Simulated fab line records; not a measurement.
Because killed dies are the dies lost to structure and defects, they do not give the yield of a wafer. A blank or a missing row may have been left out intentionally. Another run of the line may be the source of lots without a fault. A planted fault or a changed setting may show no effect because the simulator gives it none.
Matching of chambers | flow nand-harc | NHARC_P_M0_CMP_23 on cmp-01 has 4 sister chambers
The step polishes, t overpolish 20 s, target thk 117.54 nm. 22 wafers are shown with their chamber, then 11 later ones without.

## WAFERS WITH THEIR CHAMBER
wafer  | chamber | motor-current-A (A) | time-to-endpoint-s (s)
L074.1 | 1       | 11.7                | 28.8
L074.2 | 2       | 13.3                | 27.7
L074.3 | 3       | 10.9                | 28.8
L077.2 | 1       | 11.8                | 32.5
L077.4 | 3       | 10.7                | 30.0
L077.6 | 3       | 10.9                | 31.8
L078.1 | 2       | 13.3                | 27.3
L078.2 | 3       | 11.1                | 30.3
L078.3 | 1       | 12.3                | 29.0
L081.1 | 3       | 10.8                | 27.8
L081.3 | 2       | 13.5                | 26.4
L081.5 | 3       | 10.3                | 29.2
L085.1 | 3       | 10.0                | 26.9
L085.4 | 2       | 14.0                | 25.2
L085.5 | 3       | 10.4                | 29.6
L087.1 | 1       | 11.4                | 32.9
L087.2 | 2       | 13.6                | 27.8
L087.4 | 3       | 10.1                | 27.8
L091.2 | 0       | 12.4                | 28.4
L091.3 | 1       | 12.3                | 30.8
L091.4 | 3       | 10.6                | 28.3
L093.1 | 0       | 11.5                | 30.2

SIGNATURES (means of the wafers above)
reading            | chamber 0 | chamber 1 | chamber 2 | chamber 3 | scatter within a chamber
motor-current-A    | 11.950    | 11.900    | 13.540    | 10.580    | 0.378
time-to-endpoint-s | 29.300    | 30.800    | 26.880    | 29.050    | 1.48
Rule: a wafer's distance from a chamber is the root of the sum, over the readings, of the square of ((its reading less the chamber's mean) divided by the reading's scatter). The wafer belongs to the nearest chamber; if the next one is less than 2 further off, it can't be placed. The scatter: take each reading less its chamber's mean, square it, sum over the shown wafers, divide by the number of wafers less the number of chambers, and take the root.

## WAFERS WITHOUT THEIR CHAMBER
wafer  | motor-current-A (A) | time-to-endpoint-s (s)
L093.3 | 13.7                | 27.3
L093.4 | 10.3                | 28.8
L095.1 | 13.0                | 28.7
L095.2 | 12.2                | 28.9
L095.5 | 13.7                | 26.5
L096.1 | 12.4                | 28.9
L096.2 | 12.8                | 28.1
L096.5 | 12.8                | 26.9
L097.2 | 13.7                | 28.1
L097.3 | 11.8                | 31.1
L097.4 | 12.9                | 31.4

## WHICH CHAMBER EACH ONE RAN IN
wafer  | from the rows above          | in truth
L093.3 | 2                            | 2
L093.4 | 3                            | 3
L095.1 | can't be placed: 2 or 0 or 1 | 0
L095.2 | can't be placed: 0 or 1      | 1
L095.5 | 2                            | 2
L096.1 | can't be placed: 0 or 1      | 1
L096.2 | can't be placed: 2 or 0 or 1 | 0
L096.5 | can't be placed: 2 or 0 or 1 | 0
L097.2 | 2                            | 2
L097.3 | can't be placed: 1 or 0      | 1
L097.4 | can't be placed: 1 or 0 or 2 | 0
Correct placement for 4 of the 11. Cannot be placed on the basis of these rows: 7; the candidates contain the true chamber in 7. Number placed wrongly: 0.
